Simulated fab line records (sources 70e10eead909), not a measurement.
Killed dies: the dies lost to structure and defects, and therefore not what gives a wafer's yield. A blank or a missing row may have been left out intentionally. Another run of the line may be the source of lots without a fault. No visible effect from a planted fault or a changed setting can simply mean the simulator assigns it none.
Which of the tools did it? | flow nand-harc | 14 lots, 42 wafers sampled, at 1 step of a route of 1302

== WHAT EACH GAUGE READ, for each wafer ==
NHARC_THIN_TSV_CD_MEAS_16. Usual: 999.1 nm for cd-nm, sd 1.5.
lot  | measured     | on        | cd-nm (nm)           | flag
L799 | day 24 09:32 | cd-sem-02 | 998.1 1001.7 999.3   |
L801 | day 24 14:07 | cd-sem-03 | 998.7 994.7 997.9    |
L804 | day 26 18:55 | cd-sem-03 | 996.2 1000.5 998.8   |
L802 | day 27 00:17 | cd-sem-02 | 999.0 999.3 1000.6   |
L806 | day 27 01:37 | cd-sem-02 | 999.6 996.3 997.9    |
L813 | day 29 22:17 | cd-sem-01 | 999.5 999.4 997.4    |
L814 | day 29 23:31 | cd-sem-02 | 996.8 997.5 999.5    |
L815 | day 31 06:37 | cd-sem-02 | 998.1 998.9 1000.0   |
L817 | day 31 07:41 | cd-sem-02 | 1000.2 998.6 1000.2  |
L818 | day 32 04:10 | cd-sem-02 | 999.3 998.0 1000.5   |
L819 | day 32 23:22 | cd-sem-02 | 1001.9 1000.8 1001.9 |
L820 | day 33 10:12 | cd-sem-03 | 998.6 998.6 999.7    |
L821 | day 33 11:22 | cd-sem-01 | 996.2 1001.6 999.9   |
L822 | day 34 03:19 | cd-sem-02 | 998.7 1000.5 999.0   |

== WHICH TOOL RAN EACH LOT (tool, then ch and the chambers of the sampled wafers, then the start) ==
No process step before these readings appears in the record.

== WHAT THE TOOLS THEMSELVES READ (means of the sampled wafers that have a number; where no wafer has one, the mark that the record gives instead) ==
The record holds no such reading with a usual standard deviation.

== THE ANSWER, worked out from the rows above alone ==
Rule: a lot counts as off when the mean over its wafers that have a number is more than 3 standard deviations away from the usual mean. Also off: a lot with no number at a reading for which 4 or more lots have one. The other lots that the step has rows for count as sound. After the gauges, taken in route order, come the tools' own readings; for these a lot's mean is taken, as printed above. The first step at which some lot is off is used, and at that step the reading that is off furthest; a lot without a number counts as furthest.
Nothing can be told from this: no lot is off at any reading shown.

== WHAT THE SIMULATOR PUT IN ==
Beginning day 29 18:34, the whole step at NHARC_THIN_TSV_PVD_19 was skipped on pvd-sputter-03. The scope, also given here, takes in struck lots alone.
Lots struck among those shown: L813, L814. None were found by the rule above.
